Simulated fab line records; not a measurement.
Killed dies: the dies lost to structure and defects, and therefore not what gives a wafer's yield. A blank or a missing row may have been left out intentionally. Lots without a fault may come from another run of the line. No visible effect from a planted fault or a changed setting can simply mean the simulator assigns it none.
Split-lot study :: flow n5 finfet :: route with 1938 steps; 7 lots, 21 wafers read

## THE SPLIT
At N5_SD_EPI_N_DESCUM_14 (chemistry O2, time 7.9 s), the setting time s was moved away from the recipe's 7.9 s on 6 of the 21 wafers read, by -21.5% to +11.8%. The other wafers ran this setting at the recipe's value.

The file shows no step between the split and the reading.

## THE READING
CAR-ArF-block_of_SD_EPI_N_COAT_03.thk nm (the simulator's own value, which no gauge read), in nm, at N5_SD_EPI_N_ETCH_34 (etches SiARC in CF4, target depth 45.5 nm, time 75.8 s). No usual value for it is given in the file. Across the 15 wafers here that went through the recipe, the average is 111.0 nm and the standard deviation 0.3 nm.

wafer: L078.2
tool, chamber at the split: rie diel-02, 2
time s as run, s: 8.462
against the recipe: +7.1%
CAR-ArF-block_of_SD_EPI_N_COAT_03.thk nm, nm: 110
against lot-mates on the recipe: -0.5

wafer: L078.3
tool, chamber at the split: rie diel-02, 3
time s as run, s: 7.9
against the recipe: recipe
CAR-ArF-block_of_SD_EPI_N_COAT_03.thk nm, nm: 110.4
against lot-mates on the recipe: -

wafer: L078.5
tool, chamber at the split: rie diel-02, 0
time s as run, s: 7.9
against the recipe: recipe
CAR-ArF-block_of_SD_EPI_N_COAT_03.thk nm, nm: 110.6
against lot-mates on the recipe: -

wafer: L081.1
tool, chamber at the split: rie diel-02, 1
time s as run, s: 7.9
against the recipe: recipe
CAR-ArF-block_of_SD_EPI_N_COAT_03.thk nm, nm: 111.2
against lot-mates on the recipe: -

wafer: L081.2
tool, chamber at the split: rie diel-02, 0
time s as run, s: 7.9
against the recipe: recipe
CAR-ArF-block_of_SD_EPI_N_COAT_03.thk nm, nm: 111.2
against lot-mates on the recipe: -

wafer: L081.4
tool, chamber at the split: rie diel-02, 2
time s as run, s: 6.201
against the recipe: -21.5%
CAR-ArF-block_of_SD_EPI_N_COAT_03.thk nm, nm: 112.4
against lot-mates on the recipe: +1.2

wafer: L084.1
tool, chamber at the split: rie diel-04, 0
time s as run, s: 7.9
against the recipe: recipe
CAR-ArF-block_of_SD_EPI_N_COAT_03.thk nm, nm: 111.2
against lot-mates on the recipe: -

wafer: L084.3
tool, chamber at the split: rie diel-04, 1
time s as run, s: 7.9
against the recipe: recipe
CAR-ArF-block_of_SD_EPI_N_COAT_03.thk nm, nm: 110.6
against lot-mates on the recipe: -

wafer: L084.6
tool, chamber at the split: rie diel-04, 0
time s as run, s: 7.9
against the recipe: recipe
CAR-ArF-block_of_SD_EPI_N_COAT_03.thk nm, nm: 111.2
against lot-mates on the recipe: -

wafer: L087.1
tool, chamber at the split: rie diel-05, 3
time s as run, s: 7.9
against the recipe: recipe
CAR-ArF-block_of_SD_EPI_N_COAT_03.thk nm, nm: 111
against lot-mates on the recipe: -

wafer: L087.4
tool, chamber at the split: rie diel-05, 3,2
time s as run, s: 7.9
against the recipe: recipe
CAR-ArF-block_of_SD_EPI_N_COAT_03.thk nm, nm: 111
against lot-mates on the recipe: -

wafer: L087.3
tool, chamber at the split: rie diel-05, 3,2
time s as run, s: 7.9
against the recipe: recipe
CAR-ArF-block_of_SD_EPI_N_COAT_03.thk nm, nm: 111.4
against lot-mates on the recipe: -

wafer: L089.1
tool, chamber at the split: rie diel-04, 1
time s as run, s: 7.9
against the recipe: recipe
CAR-ArF-block_of_SD_EPI_N_COAT_03.thk nm, nm: 111
against lot-mates on the recipe: -

wafer: L089.2
tool, chamber at the split: rie diel-04, 2
time s as run, s: 6.691
against the recipe: -15.3%
CAR-ArF-block_of_SD_EPI_N_COAT_03.thk nm, nm: 111.8
against lot-mates on the recipe: +0.8

wafer: L089.3
tool, chamber at the split: rie diel-04, 0
time s as run, s: 6.691
against the recipe: -15.3%
CAR-ArF-block_of_SD_EPI_N_COAT_03.thk nm, nm: 112
against lot-mates on the recipe: +1.0

wafer: L090.1
tool, chamber at the split: rie diel-04, 1
time s as run, s: 7.9
against the recipe: recipe
CAR-ArF-block_of_SD_EPI_N_COAT_03.thk nm, nm: 111
against lot-mates on the recipe: -

wafer: L090.3
tool, chamber at the split: rie diel-04, 3
time s as run, s: 7.9
against the recipe: recipe
CAR-ArF-block_of_SD_EPI_N_COAT_03.thk nm, nm: 111.2
against lot-mates on the recipe: -

wafer: L090.5
tool, chamber at the split: rie diel-04, 0
time s as run, s: 7.9
against the recipe: recipe
CAR-ArF-block_of_SD_EPI_N_COAT_03.thk nm, nm: 111
against lot-mates on the recipe: -

wafer: L094.3
tool, chamber at the split: rie diel-05, 0
time s as run, s: 8.834
against the recipe: +11.8%
CAR-ArF-block_of_SD_EPI_N_COAT_03.thk nm, nm: 110.2
against lot-mates on the recipe: -0.2

wafer: L094.5
tool, chamber at the split: rie diel-05, 0
time s as run, s: 8.834
against the recipe: +11.8%
CAR-ArF-block_of_SD_EPI_N_COAT_03.thk nm, nm: 110.2
against lot-mates on the recipe: -0.2

wafer: L094.6
tool, chamber at the split: rie diel-05, 3
time s as run, s: 7.9
against the recipe: recipe
CAR-ArF-block_of_SD_EPI_N_COAT_03.thk nm, nm: 110.4
against lot-mates on the recipe: -
Where a row lists several chambers, the file gives one row for several wafers and doesn't say which wafer went through which chamber.

THE FIT
A straight line over all 21 wafers: CAR-ArF-block_of_SD_EPI_N_COAT_03.thk nm changes by -0.0675 nm for each +1% of time s; r = -0.88; the points scatter about the line by 0.29 nm.
The same after taking each lot's own level away (the mean of its wafers on the recipe; 21 wafers): -0.048 nm for each +1%; r = -0.89; scatter 0.2 nm.
According to that fit, moving time s by its largest amount changes the reading by 1 nm.
From 110.40 to 111.20 nm: that is the span of the lots' own levels, equal to 2.6 times the standard deviation above.
Hence the slope depends on the lot-to-lot level, as the two fits are not the same.
Check: +1.01 nm against its lot-mates is what the line predicts for one of the wafers moved furthest among these (-21.5%) when that wafer is left out of the fit. Against them it came out at +1.2 nm.

## THESE WAFERS: OTHER SPLITS
Other splits were also applied to these wafers ahead of the reading. Each is held against what the fit with the lots' levels taken away leaves over:
other split on the same wafers: N5_SD_EPI_N_EXPOSE_06 dose mj
wafers away from the commonest value: 8
r with CAR-ArF-block_of_SD_EPI_N_COAT_03.thk nm (lot level and that fit taken away): +0.24

## FILE'S OWN FIT
CAR-ArF-block_of_SD_EPI_N_COAT_03.thk nm changes by -0.0513 nm for each +1% of time s, r = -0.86.
